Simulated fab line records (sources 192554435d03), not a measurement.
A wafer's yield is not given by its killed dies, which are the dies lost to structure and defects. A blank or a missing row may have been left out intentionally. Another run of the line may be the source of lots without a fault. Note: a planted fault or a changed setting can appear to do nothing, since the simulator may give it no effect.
fab line records -- flow n5_finfet
[record] lots = 7, wafers = 21
route steps=1938 shown SDB@348 GATE_CUT@479 MOL_CONTACT_COAG@565
start_h: hours from the record's opening day to when the first of the lot's shown wafers began -- wait_h: hours elapsed since this lot's preceding step -- " identical to the entry in the row above -- L1.1+2: several wafers, shown together as one row -- - either no value or no given start -- * or withheld: withheld -- < > ~ a bound
route shown NAME@n: names a module that has steps shown in the file, with the first one's number in the route -- usual: mean/standard deviation of fault-free wafers -- same: alike in all rows -- chamber/n: place in a boat -- sites: per-site readings -- _std_site: their standard deviation -- _edge_site: the outer-site mean with the inner-site mean subtracted -- radius_mm: for every site, how far away it sits from the centre of the wafer -- mask NAME#n: copy n -- behind: the tool/chamber that last shaped the wafer -- hold: why the lot went on hold/how many hours it stayed there/how the hold came to an end -- device: the n, p or np transistor that did not switch -- end of line: the tests these same wafers got at the end of their route -- a step without rows: its recipe alone -- killed: not the wafer's yield, but the dies lost to structure and defects at the first sort -- map: shows each die of a wafer: x if killed, . if not, _ if none is there
set.NAME: the setting the step ran with; set.NAME@STEP: the setting that earlier step ran with -- model.NAME: the simulator's own value behind a step, which no gauge read
one table per step and one row per wafer, for lots whose settings were changed on purpose
[[steps]]
[step N5_SDB_COAT_03]
[recipe] resist = SOC, temp_c = 250, time_s = 60, spin_rpm = 1500, resist_thk_nm = 100
lot.wafer,tool,chamber,start_h,wait_h,set.spin_rpm,model.SOC_of_SDB_COAT_03.thk_nm
L075.2+3,litho_track-01,0,70.54,0.1,1500,100.2
L075.4,litho_track-01,0,70.54,0.1,1500,100
L081.3,litho_track-02,0,108.27,0.1,1500,100
L081.5,litho_track-02,0,108.27,0.1,1500,99.6
L081.6,litho_track-02,0,108.27,0.1,1500,99.8
L083.3+6,litho_track-02,0,118.83,0.1,1375,104.6
L083.5,litho_track-02,0,118.83,0.1,1500,100
L085.4+5,litho_track-01,0,132.45,0.0,1500,100
L085.6,litho_track-01,0,132.45,0.0,1334,106
L089.1,litho_track-05,0,159.32,0.1,1500,100.2
L089.3,litho_track-05,0,159.32,0.1,1429,102.8
L089.6,litho_track-05,0,159.32,0.1,1500,100
L094.1,litho_track-01,0,183.97,0.1,1379,104.8
L094.3,litho_track-01,0,183.97,0.1,1500,99.8
L094.6,litho_track-01,0,183.97,0.1,1500,100.4
L096.1,litho_track-05,0,201.93,0.1,1580,96.8
L096.4,litho_track-05,0,201.93,0.1,1580,97.2
L096.5,litho_track-05,0,201.93,0.1,1500,99.8
[step N5_SDB_COAT_04]
[recipe] resist = SiARC, temp_c = 220, time_s = 60, spin_rpm = 1500, resist_thk_nm = 18
[step N5_SDB_COAT_05]
[recipe] resist = CAR-ArF, spin_rpm = 1500, resist_thk_nm = 90
[step N5_SDB_DESCUM_16]
[recipe] chemistry = O2, time_s = 7.9, source_power_w = 50, bias_power_w = 20, pressure_mtorr = 20, rf_frequency_hz = 2.712e+07, temp_c = 40, resist = CAR-ArF, o2_flow_sccm = 225
[step N5_SDB_ETCH_17]
[recipe] chemistry = CF4, target = SiARC, target_depth_a = 234, mask_material = CAR-ArF, time_s = 39, ion_energy_ev = 80, pressure_mtorr = 40, source_w = 545, bias_w = 36, Ar_flow_sccm = 100, cf4_flow_sccm = 100, ends = cleared
[step N5_SDB_ETCH_18]
[recipe] chemistry = N2/H2, target = SOC, target_depth_a = 1000, overetch_a = 200, mask_material = SiARC, temp_c = 40, time_s = 150, ion_energy_ev = 200, pressure_mtorr = 30, source_w = 840, bias_w = 150, n2_flow_sccm = 200, h2_flow_sccm = 200
lot.wafer,tool,chamber,start_h,wait_h,set.spin_rpm@SDB_COAT_03,model.etch.depth_nm
L075.2+3,rie_diel-02,"3,1",70.95,0.0,1500,100.2
L075.4,rie_diel-02,0,70.95,0.0,1500,100
L081.3,rie_diel-02,3,108.67,0.0,1500,99.94
L081.5,rie_diel-02,0,108.67,0.0,1500,99.66
L081.6,rie_diel-02,1,108.67,0.0,1500,99.73
L083.3,rie_diel-04,1,119.37,0.0,1375,104.6
L083.5,rie_diel-04,0,119.37,0.0,1500,100
L083.6,rie_diel-04,3,119.37,0.0,1375,104.5
L085.4,rie_diel-01,2,132.92,0.1,1500,99.96
L085.5,rie_diel-01,3,132.92,0.1,1500,100.1
L085.6,rie_diel-01,1,132.92,0.1,1334,106.1
L089.1,rie_diel-02,1,159.91,0.0,1500,100.2
L089.3,rie_diel-02,3,159.91,0.0,1429,102.8
L089.6,rie_diel-02,3,159.91,0.0,1500,100.1
L094.1,rie_diel-01,1,184.50,0.0,1379,104.7
L094.3,rie_diel-01,0,184.50,0.0,1500,99.9
L094.6,rie_diel-01,0,184.50,0.0,1500,100.4
L096.1,rie_diel-01,2,202.46,0.0,1580,96.81
L096.4,rie_diel-01,3,202.46,0.0,1580,97.1
L096.5,rie_diel-01,2,202.46,0.0,1500,99.85
[step N5_SDB_STRIP_19]
[recipe] chemistry = N2/H2, temp_c = 40, n2_flow_sccm = 200, h2_flow_sccm = 200, rf_frequency_hz = 6e+07
[step N5_SDB_STRIP_21]
[recipe] chemistry = CF4, resist = SiARC, power_w = 300, bias_power_w = 75, pressure_mtorr = 50, cf4_flow_sccm = 150, rf_frequency_hz = 6e+07
[step N5_SDB_HM_OPEN_20]
[recipe] chemistry = CH3F/O2, target = SiNx, mask_material = SOC, target_depth_a = 240, stop_on = poly-Si, over_etch_frac = 0.4, ion_energy_ev = 120, pressure_mtorr = 30, source_w = 395, bias_w = 73, Ar_flow_sccm = 150, CH3F_flow_sccm = 30, O2_flow_sccm = 20
lot.wafer,tool,chamber,start_h,wait_h,set.spin_rpm@SDB_COAT_03,model.SOC_of_SDB_COAT_03.thk_nm
L075.2,rie_diel-02,3,71.10,0.0,1500,84
L075.3,rie_diel-02,1,71.10,0.0,1500,84.4
L075.4,rie_diel-02,0,71.10,0.0,1500,84.2
L081.3+5+6,rie_diel-02,"3,0,1",108.83,0.0,1500,83.8
L083.3,rie_diel-04,1,119.52,0.0,1375,88.8
L083.5,rie_diel-04,0,119.52,0.0,1500,83.4
L083.6,rie_diel-04,3,119.52,0.0,1375,88.2
L085.4+5,rie_diel-01,"2,3",133.04,0.0,1500,83.8
L085.6,rie_diel-01,1,133.04,0.0,1334,89.8
L089.1+6,rie_diel-02,"1,3",160.07,0.0,1500,84
L089.3,rie_diel-02,3,160.07,0.0,1429,86.8
L094.1,rie_diel-01,1,184.66,0.0,1379,88.6
L094.3,rie_diel-01,0,184.66,0.0,1500,83.6
L094.6,rie_diel-01,0,184.66,0.0,1500,84
L096.1,rie_diel-01,2,202.62,0.0,1580,80.6
L096.4,rie_diel-01,3,202.62,0.0,1580,80.8
L096.5,rie_diel-01,2,202.62,0.0,1500,83.6
[step N5_SDB_STRIP_22]
[recipe] chemistry = N2/H2, power_w = 1000, temp_c = 250, h2_frac = 0.65, overash_fraction = 0.3, pressure_mtorr = withheld, n2_flow_sccm = 1750, h2_flow_sccm = 3250
[usual] strip_time_to_endpoint_s = 96.3/0.32
lot.wafer,tool,chamber,start_h,wait_h,set.spin_rpm@SDB_COAT_03,strip_time_to_endpoint_s
L075.2,plasma_asher-01,0,71.19,0.1,1500,96.3
L075.3,plasma_asher-01,0,71.19,0.1,1500,96.6
L075.4,plasma_asher-01,1,71.19,0.1,1500,96.4
L081.3,plasma_asher-01,1,109.04,0.2,1500,96.1
L081.5,plasma_asher-01,1,109.04,0.2,1500,96.1
L081.6,plasma_asher-01,0,109.04,0.2,1500,96.1
L083.3,plasma_asher-02,1,119.64,0.1,1375,100.6
L083.5,plasma_asher-02,0,119.64,0.1,1500,95.6
L083.6,plasma_asher-02,1,119.64,0.1,1375,100.3
L085.4,plasma_asher-02,1,133.13,0.1,1500,96.1
L085.5,plasma_asher-02,0,133.13,0.1,1500,96.0
L085.6,plasma_asher-02,1,133.13,0.1,1334,101.7
L089.1,plasma_asher-01,1,160.15,0.1,1500,96.2
L089.3,plasma_asher-01,1,160.15,0.1,1429,98.8
L089.6,plasma_asher-01,0,160.15,0.1,1500,96.2
L094.1,plasma_asher-01,1,184.74,0.1,1379,100.5
L094.3,plasma_asher-01,1,184.74,0.1,1500,95.8
L094.6,plasma_asher-01,1,184.74,0.1,1500,96.2
L096.1,plasma_asher-02,1,202.70,0.1,1580,93.0
L096.4,plasma_asher-02,1,202.70,0.1,1580,93.3
L096.5,plasma_asher-02,0,202.70,0.1,1500,95.8
[step N5_SDB_CUT_ETCH_26]
[recipe] chemistry = HBr/Cl2/O2, target = Si, target_depth_a = 1296, bt_time_s = 20, mask_material = SiNx, time_s = 51.8, ion_energy_ev = *, bias_w = *, pressure_mtorr = 10, icp_w = 800, HBr_flow_sccm = 150, Cl2_flow_sccm = 80, O2_flow_sccm = 12
lot.wafer,tool,chamber,start_h,wait_h,set.icp_w,model.SDB.feature_depth_nm,model.etch.depth_nm
L075.2+4,rie_si-03,"2,1",71.50,0.1,800,129.6,129.7
L075.3,rie_si-03,0,71.50,0.1,800,128.4,128.4
L081.3,rie_si-01,2,109.40,0.1,800,128.4,128.4
L081.5,rie_si-01,0,109.40,0.1,674.7,119.8,119.8
L081.6,rie_si-01,3,109.40,0.1,800,129.6,129.6
L083.3,rie_si-03,0,119.91,0.1,851.3,132.8,132.8
L083.5,rie_si-03,2,119.91,0.1,800,129.8,129.8
L083.6,rie_si-03,1,119.91,0.1,800,131,131
L085.4,rie_si-01,0,133.67,0.1,669,119.4,119.3
L085.5,rie_si-01,3,133.67,0.1,800,129.2,129.2
L085.6,rie_si-01,2,133.67,0.1,669,117.8,117.8
L089.1,rie_si-03,0,160.45,0.1,800,133.2,133.3
L089.3,rie_si-03,1,160.45,0.1,925.5,142.2,142.2
L089.6,rie_si-03,3,160.45,0.1,925.5,140.4,140.4
L094.1,rie_si-03,2,185.65,0.1,732.8,124.8,124.7
L094.3,rie_si-03,1,185.65,0.1,800,130.4,130.3
L094.6,rie_si-03,1,185.65,0.1,732.8,124.4,124.4
L096.1,rie_si-01,0,203.00,0.1,800,129,128.9
L096.4,rie_si-01,1,203.00,0.1,934.7,137.2,137.2
L096.5,rie_si-01,3,203.00,0.1,934.7,139.4,139.5
[step N5_GATE_CUT_COAT_35]
[recipe] resist = SiARC, temp_c = 220, time_s = 60, spin_rpm = 1500, resist_thk_nm = 10
lot.wafer,tool,chamber,start_h,wait_h,set.spin_rpm,model.SiARC_of_GATE_CUT_COAT_35.thk_nm
L075.2+3+4,litho_track-02,0,-,-,1500,10
L081.3+5,litho_track-04,0,-,-,1500,10
L081.6,litho_track-04,0,-,-,1353,10.6
L083.3,litho_track-02,0,-,-,1500,10
L083.5+6,litho_track-02,0,-,-,1635,9.6
L085.4,litho_track-05,0,-,-,1500,10
L085.5+6,litho_track-05,0,-,-,1550,9.8
L089.1+3,litho_track-02,0,-,-,1623,9.6
L089.6,litho_track-02,0,-,-,1500,10
L094.1+3,litho_track-02,0,-,-,1500,10
L094.6,litho_track-02,0,-,-,1604,9.6
L096.1+4+5,litho_track-02,0,-,-,1500,10
[step N5_GATE_CUT_COAT_27]
[recipe] resist = underlayer, temp_c = 205, time_s = 60, spin_rpm = 1500, resist_thk_nm = 10
lot.wafer,tool,chamber,start_h,wait_h,set.spin_rpm
L075.2+3+4,litho_track-02,0,-,-,1500
L081.3+5+6,litho_track-04,0,-,-,1500
L083.3+5+6,litho_track-02,0,-,-,1500
L085.4+5+6,litho_track-05,0,-,-,1500
L089.1+3,litho_track-02,0,-,-,1500
L089.6,litho_track-02,0,-,-,1578
L094.1,litho_track-02,0,-,-,1339
L094.3+6,litho_track-02,0,-,-,1500
L096.1+4+5,litho_track-02,0,-,-,1500
[step N5_GATE_CUT_COAT_07]
[recipe] resist = CAR-EUV, spin_rpm = 1500, resist_thk_nm = 30
[step N5_GATE_CUT_EBR_09]
[recipe] solvent = PGMEA, ebr_width_mm = 1.5
[step N5_GATE_CUT_DESCUM_18]
[recipe] chemistry = O2, time_s = 7, source_power_w = 50, bias_power_w = 20, pressure_mtorr = 20, rf_frequency_hz = 2.712e+07, temp_c = 40, resist = CAR-EUV, o2_flow_sccm = 225
[step N5_GATE_CUT_ETCH_28]
[recipe] chemistry = N2/H2, target = underlayer, target_depth_a = 130, mask_material = CAR-EUV, time_s = 10.4, ion_energy_ev = 200, pressure_mtorr = 30, source_w = 840, bias_w = 150, n2_flow_sccm = 200, h2_flow_sccm = 200, ends = cleared
lot.wafer,tool,chamber,start_h,wait_h,set.spin_rpm@GATE_CUT_COAT_27,model.etch.depth_nm
L075.2,rie_diel-05,3,89.33,0.0,1500,10.03
L075.3,rie_diel-05,1,89.33,0.0,1500,9.995
L075.4,rie_diel-05,0,89.33,0.0,1500,10
L081.3,rie_diel-03,3,126.40,0.0,1500,10.03
L081.5,rie_diel-03,2,126.40,0.0,1500,10.04
L081.6,rie_diel-03,3,126.40,0.0,1500,10.02
L083.3,rie_diel-03,3,137.10,0.0,1500,10.08
L083.5,rie_diel-03,0,137.10,0.0,1500,10.03
L083.6,rie_diel-03,1,137.10,0.0,1500,10.06
L085.4,rie_diel-05,1,150.78,0.0,1500,10.07
L085.5,rie_diel-05,2,150.78,0.0,1500,10.03
L085.6,rie_diel-05,1,150.78,0.0,1500,10.05
L089.1,rie_diel-03,0,177.43,0.0,1500,9.999
L089.3,rie_diel-03,1,177.43,0.0,1500,10.02
L089.6,rie_diel-03,3,177.43,0.0,1578,9.725
L094.1,rie_diel-06,0,203.26,0.0,1339,10.58
L094.3,rie_diel-06,2,203.26,0.0,1500,10
L094.6,rie_diel-06,0,203.26,0.0,1500,10.03
L096.1,rie_diel-06,3,219.66,0.0,1500,9.966
L096.4,rie_diel-06,2,219.66,0.0,1500,9.959
L096.5,rie_diel-06,3,219.66,0.0,1500,9.975
[step N5_GATE_CUT_ETCH_36]
[recipe] chemistry = CF4, target = SiARC, target_depth_a = 130, mask_material = CAR-EUV, time_s = 21.7, ion_energy_ev = 80, pressure_mtorr = 40, source_w = 545, bias_w = 36, Ar_flow_sccm = 100, cf4_flow_sccm = 100, ends = cleared
lot.wafer,tool,chamber,start_h,wait_h,set.spin_rpm@GATE_CUT_COAT_35,model.etch.depth_nm
L075.2,rie_diel-05,3,89.35,0.0,1500,10.04
L075.3,rie_diel-05,1,89.35,0.0,1500,10.02
L075.4,rie_diel-05,0,89.35,0.0,1500,10
L081.3+5,rie_diel-03,"3,2",126.42,0.0,1500,10.04
L081.6,rie_diel-03,3,126.42,0.0,1353,10.56
L083.3,rie_diel-03,3,137.12,0.0,1500,10.02
L083.5,rie_diel-03,0,137.12,0.0,1635,9.582
L083.6,rie_diel-03,1,137.12,0.0,1635,9.59
L085.4,rie_diel-05,1,150.80,0.0,1500,10.02
L085.5,rie_diel-05,2,150.80,0.0,1550,9.851
L085.6,rie_diel-05,1,150.80,0.0,1550,9.821
L089.1,rie_diel-03,0,177.45,0.0,1623,9.6
L089.3,rie_diel-03,1,177.45,0.0,1623,9.57
L089.6,rie_diel-03,3,177.45,0.0,1500,9.944
L094.1,rie_diel-06,0,203.28,0.0,1500,9.999
L094.3,rie_diel-06,2,203.28,0.0,1500,10.03
L094.6,rie_diel-06,0,203.28,0.0,1604,9.662
L096.1,rie_diel-06,3,219.68,0.0,1500,10.02
L096.4,rie_diel-06,2,219.68,0.0,1500,10.03
L096.5,rie_diel-06,3,219.68,0.0,1500,10.01
[step N5_MOL_CONTACT_COAG_COAT_76]
[recipe] resist = SiARC, temp_c = 220, time_s = 60, spin_rpm = 1500, resist_thk_nm = 10
lot.wafer,tool,chamber,start_h,wait_h,set.spin_rpm,model.SiARC_of_MOL_CONTACT_COAG_COAT_76.thk_nm
L075.2+3+4,litho_track-03,0,-,-,1500,10
L081.3+6,litho_track-01,0,-,-,1500,10
L081.5,litho_track-01,0,-,-,1401,10.4
L083.3+5,litho_track-03,0,-,-,1500,10
L083.6,litho_track-03,0,-,-,1417,10.4
L085.4+5,litho_track-03,0,-,-,1500,10
L085.6,litho_track-03,0,-,-,1443,10.2
L089.1+6,litho_track-03,0,-,-,1500,10
L089.3,litho_track-03,0,-,-,1664,9.4
L094.1+6,litho_track-01,0,-,-,1500,10
L094.3,litho_track-01,0,-,-,1361,10.6
L096.1,litho_track-02,0,-,-,1500,10
L096.4+5,litho_track-02,0,-,-,1593,9.6
[step N5_MOL_CONTACT_COAG_COAT_77]
[recipe] resist = underlayer, temp_c = 205, time_s = 60, spin_rpm = 1500, resist_thk_nm = 10
lot.wafer,tool,chamber,start_h,wait_h,set.spin_rpm,model.underlayer_of_MOL_CONTACT_COAG_COAT_77.thk_nm
L075.2+3+4,litho_track-03,0,-,-,1500,10
L081.3+6,litho_track-01,0,-,-,1561,9.8
L081.5,litho_track-01,0,-,-,1500,10
L083.3+6,litho_track-03,0,-,-,1500,10
L083.5,litho_track-03,0,-,-,1340,10.6
L085.4+5+6,litho_track-03,0,-,-,1500,10
L089.1+3+6,litho_track-03,0,-,-,1629,9.6
L094.1+3+6,litho_track-01,0,-,-,1500,10
L096.1+4+5,litho_track-02,0,-,-,1500,10
[step N5_MOL_CONTACT_COAG_COAT_78]
[recipe] resist = CAR-EUV, spin_rpm = 1500, resist_thk_nm = 40
[step N5_MOL_CONTACT_COAG_EBR_80]
[recipe] solvent = PGMEA, ebr_width_mm = 1.5
[step N5_MOL_CONTACT_COAG_DESCUM_88]
[recipe] chemistry = O2, time_s = 7, source_power_w = 50, bias_power_w = 20, pressure_mtorr = 20, rf_frequency_hz = 2.712e+07, temp_c = 40, resist = CAR-EUV, o2_flow_sccm = 225
[step N5_MOL_CONTACT_COAG_ETCH_89]
[recipe] chemistry = N2/H2, target = underlayer, target_depth_a = 130, mask_material = CAR-EUV, time_s = 10.4, ion_energy_ev = 200, pressure_mtorr = 30, source_w = 840, bias_w = 150, n2_flow_sccm = 200, h2_flow_sccm = 200, ends = cleared
lot.wafer,tool,chamber,start_h,wait_h,set.spin_rpm@MOL_CONTACT_COAG_COAT_77,model.etch.depth_nm
L075.2,rie_diel-01,1,103.39,0.0,1500,9.962
L075.3,rie_diel-01,0,103.39,0.0,1500,9.935
L075.4,rie_diel-01,0,103.39,0.0,1500,9.973
L081.3,rie_diel-02,3,140.60,0.0,1561,9.792
L081.5,rie_diel-02,3,140.60,0.0,1500,10.01
L081.6,rie_diel-02,0,140.60,0.0,1561,9.818
L083.3,rie_diel-04,3,151.63,0.0,1500,9.964
L083.5,rie_diel-04,0,151.63,0.0,1340,10.57
L083.6,rie_diel-04,1,151.63,0.0,1500,9.98
L085.4+5,rie_diel-02,"2,1",165.35,0.0,1500,10
L085.6,rie_diel-02,0,165.35,0.0,1500,10.03
L089.1+3,rie_diel-04,"3,0",195.36,0.0,1629,9.585
L089.6,rie_diel-04,1,195.36,0.0,1629,9.573
L094.1,rie_diel-02,1,216.93,0.0,1500,10.01
L094.3,rie_diel-02,0,216.93,0.0,1500,9.98
L094.6,rie_diel-02,0,216.93,0.0,1500,10
L096.1+5,rie_diel-02,"2,0",233.60,0.0,1500,10.02
L096.4,rie_diel-02,3,233.60,0.0,1500,10
[step N5_MOL_CONTACT_COAG_ETCH_90]
[recipe] chemistry = CF4, target = SiARC, target_depth_a = 130, mask_material = CAR-EUV, time_s = 21.7, ion_energy_ev = 80, pressure_mtorr = 40, source_w = 545, bias_w = 36, Ar_flow_sccm = 100, cf4_flow_sccm = 100, ends = cleared
[usual] etch_rf_on_time_s = 21.6/0.35
lot.wafer,tool,chamber,start_h,wait_h,set.spin_rpm@MOL_CONTACT_COAG_COAT_76,etch_rf_on_time_s,model.etch.depth_nm
L075.2,rie_diel-01,1,103.41,0.0,1500,21.4,9.999
L075.3,rie_diel-01,0,103.41,0.0,1500,21.9,10.03
L075.4,rie_diel-01,0,103.41,0.0,1500,21.8,10.03
L081.3,rie_diel-02,3,140.62,0.0,1500,22.0,10.04
L081.5,rie_diel-02,3,140.62,0.0,1401,22.8,10.42
L081.6,rie_diel-02,0,140.62,0.0,1500,22.2,10.05
L083.3,rie_diel-04,3,151.65,0.0,1500,21.3,10.03
L083.5,rie_diel-04,0,151.65,0.0,1500,21.2,10.05
L083.6,rie_diel-04,1,151.65,0.0,1417,22.8,10.33
L085.4,rie_diel-02,2,165.37,0.0,1500,21.9,10.05
L085.5,rie_diel-02,1,165.37,0.0,1500,22.1,10.04
L085.6,rie_diel-02,0,165.37,0.0,1443,22.3,10.22
L089.1,rie_diel-04,3,195.38,0.0,1500,21.1,9.996
L089.3,rie_diel-04,0,195.38,0.0,1664,20.0,9.491
L089.6,rie_diel-04,1,195.38,0.0,1500,22.3,10.03
L094.1,rie_diel-02,1,216.95,0.0,1500,21.6,10.02
L094.3,rie_diel-02,0,216.95,0.0,1361,22.9,10.53
L094.6,rie_diel-02,0,216.95,0.0,1500,21.8,10.01
L096.1,rie_diel-02,2,233.62,0.0,1500,21.7,10.02
L096.4,rie_diel-02,3,233.62,0.0,1593,20.8,9.684
L096.5,rie_diel-02,0,233.62,0.0,1593,21.3,9.687
[step N5_MOL_CONTACT_COAG_ALD_131]
[recipe] material = SiO2, target_thk_a = 50, temp_c = 100, ald_precursor_family = BDEAS, ald_co_reactant = O2-plasma, pulse_time_s = 1, co_reactant_pulse_time_s = 1, purge_time_s = 2, co_reactant_purge_time_s = 2, ald_cycles = 35, pressure_torr = 2
[step N5_MOL_CONTACT_COAG_ETCHBACK_132]
[recipe] chemistry = CHF3, target = SiO2, target_depth_a = 100, time_s = 6.7, ion_energy_ev = 200, pressure_mtorr = 30, source_w = 610, bias_w = 170, Ar_flow_sccm = 200, CHF3_flow_sccm = 50
[step N5_MOL_CONTACT_COAG_ETCH_91]
[recipe] chemistry = N2/H2, target = SOC, target_depth_a = 600, overetch_a = 210, mask_material = SiARC, temp_c = 40, time_s = 101.2, ion_energy_ev = 200, pressure_mtorr = 30, source_w = 840, bias_w = 150, n2_flow_sccm = 200, h2_flow_sccm = 200
lot.wafer,tool,chamber,start_h,wait_h,set.spin_rpm@MOL_CONTACT_COAG_COAT_76,model.SiARC_of_MOL_CONTACT_COAG_COAT_76.thk_nm
L075.2+3,rie_diel-02,"2,3",103.71,0.0,1500,5.8
L075.4,rie_diel-02,0,103.71,0.0,1500,6
L081.3,rie_diel-02,3,140.92,0.0,1500,5.8
L081.5,rie_diel-02,3,140.92,0.0,1401,6.2
L081.6,rie_diel-02,0,140.92,0.0,1500,6
L083.3,rie_diel-02,3,152.16,0.0,1500,5.8
L083.5,rie_diel-02,2,152.16,0.0,1500,6
L083.6,rie_diel-02,3,152.16,0.0,1417,6
L085.4+5,rie_diel-01,"2,3",165.67,0.0,1500,5.8
L085.6,rie_diel-01,0,165.67,0.0,1443,6
L089.1+6,rie_diel-04,"1,2",196.22,0.0,1500,5.8
L089.3,rie_diel-04,0,196.22,0.0,1664,5.2
L094.1+6,rie_diel-02,"3,1",217.28,0.0,1500,5.8
L094.3,rie_diel-02,2,217.28,0.0,1361,6.4
L096.1,rie_diel-01,1,234.50,0.0,1500,5.8
L096.4+5,rie_diel-01,"3,2",234.50,0.0,1593,5.4
[step N5_MOL_CONTACT_COAG_VIA_ETCH_117]
[recipe] chemistry = C4F6/O2, target_depth_a = 400, overetch_a = 80, mask_material = SOC, target = SiO2, bias_w = 455, pressure_mtorr = 10, time_s = 26, source_w = 325, Ar_flow_sccm = 300, C4F6_flow_sccm = 10, O2_flow_sccm = 10, ion_energy_ev = 575.3, ends = end_point
[usual] rf_vpp_V = 1589/18
lot.wafer,tool,chamber,start_h,wait_h,set.bias_w,rf_vpp_V
L075.2,rie_diel-02,2,105.76,0.0,455,1567
L075.3,rie_diel-02,1,105.76,0.0,455,1604
L075.4,rie_diel-02,3,105.76,0.0,455,1611
L081.3,rie_diel-02,2,142.41,0.0,418.8,1473
L081.5,rie_diel-02,2,142.41,0.0,455,1566
L081.6,rie_diel-02,1,142.41,0.0,455,1602
L083.3,rie_diel-04,1,153.71,0.0,455,1591
L083.5,rie_diel-04,0,153.71,0.0,455,1614
L083.6,rie_diel-04,3,153.71,0.0,419.4,1478
L085.4,rie_diel-04,2,167.04,0.0,529.1,1762
L085.5,rie_diel-04,3,167.04,0.0,529.1,1756
L085.6,rie_diel-04,2,167.04,0.0,455,1576
L089.1,rie_diel-02,2,197.92,0.0,496.7,1671
L089.3,rie_diel-02,3,197.92,0.0,496.7,1717
L089.6,rie_diel-02,0,197.92,0.0,455,1569
L094.1,rie_diel-04,3,218.66,0.0,455,1570
L094.3,rie_diel-04,0,218.66,0.0,455,1612
L094.6,rie_diel-04,3,218.66,0.0,455,1571
L096.1,rie_diel-02,1,236.05,0.0,497.9,1712
L096.4,rie_diel-02,2,236.05,0.0,455,1564
L096.5,rie_diel-02,3,236.05,0.0,455,1607
[[key]]
[split] step = N5_SDB_COAT_03, setting = spin_rpm, stated = 1500, by = wafer
[response] step = N5_SDB_COAT_03, reading = model.SOC_of_SDB_COAT_03.thk_nm, change = -0.553, per = 1%, r = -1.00
[response] step = N5_SDB_ETCH_18, reading = model.etch.depth_nm, change = -0.552, per = 1%, r = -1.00
[response] step = N5_SDB_HM_OPEN_20, reading = model.SOC_of_SDB_COAT_03.thk_nm, change = -0.573, per = 1%, r = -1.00
[response] step = N5_SDB_STRIP_22, reading = strip_time_to_endpoint_s, change = *, per = 1%, r = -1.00
[split] step = N5_SDB_CUT_ETCH_26, setting = icp_w, stated = 800, by = wafer
[response] step = N5_SDB_CUT_ETCH_26, reading = model.SDB.feature_depth_nm, change = +0.576, per = 1%, r = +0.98
[response] step = N5_SDB_CUT_ETCH_26, reading = model.etch.depth_nm, change = +0.577, per = 1%, r = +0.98
[split] step = N5_GATE_CUT_COAT_35, setting = spin_rpm, stated = 1500, by = wafer
[response] step = N5_GATE_CUT_COAT_35, reading = model.SiARC_of_GATE_CUT_COAT_35.thk_nm, change = -0.0534, per = 1%, r = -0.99
[response] step = N5_GATE_CUT_ETCH_36, reading = model.etch.depth_nm, change = -0.0496, per = 1%, r = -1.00
[split] step = N5_GATE_CUT_COAT_27, setting = spin_rpm, stated = 1500, by = wafer
[response] step = N5_GATE_CUT_ETCH_28, reading = model.etch.depth_nm, change = -0.0531, per = 1%, r = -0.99
[split] step = N5_MOL_CONTACT_COAG_COAT_76, setting = spin_rpm, stated = 1500, by = wafer
[response] step = N5_MOL_CONTACT_COAG_COAT_76, reading = model.SiARC_of_MOL_CONTACT_COAG_COAT_76.thk_nm, change = -0.0608, per = 1%, r = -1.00
[response] step = N5_MOL_CONTACT_COAG_ETCH_90, reading = etch_rf_on_time_s, change = *, per = 1%, r = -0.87
[response] step = N5_MOL_CONTACT_COAG_ETCH_90, reading = model.etch.depth_nm, change = -0.0522, per = 1%, r = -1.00
[response] step = N5_MOL_CONTACT_COAG_ETCH_91, reading = model.SiARC_of_MOL_CONTACT_COAG_COAT_76.thk_nm, change = -0.0538, per = 1%, r = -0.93
[split] step = N5_MOL_CONTACT_COAG_COAT_77, setting = spin_rpm, stated = 1500, by = wafer
[response] step = N5_MOL_CONTACT_COAG_COAT_77, reading = model.underlayer_of_MOL_CONTACT_COAG_COAT_77.thk_nm, change = -0.0554, per = 1%, r = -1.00
[response] step = N5_MOL_CONTACT_COAG_ETCH_89, reading = model.etch.depth_nm, change = -0.055, per = 1%, r = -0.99
[split] step = N5_MOL_CONTACT_COAG_VIA_ETCH_117, setting = bias_w, stated = 455, by = wafer
[response] step = N5_MOL_CONTACT_COAG_VIA_ETCH_117, reading = rf_vpp_V, change = +12.8, per = 1%, r = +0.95
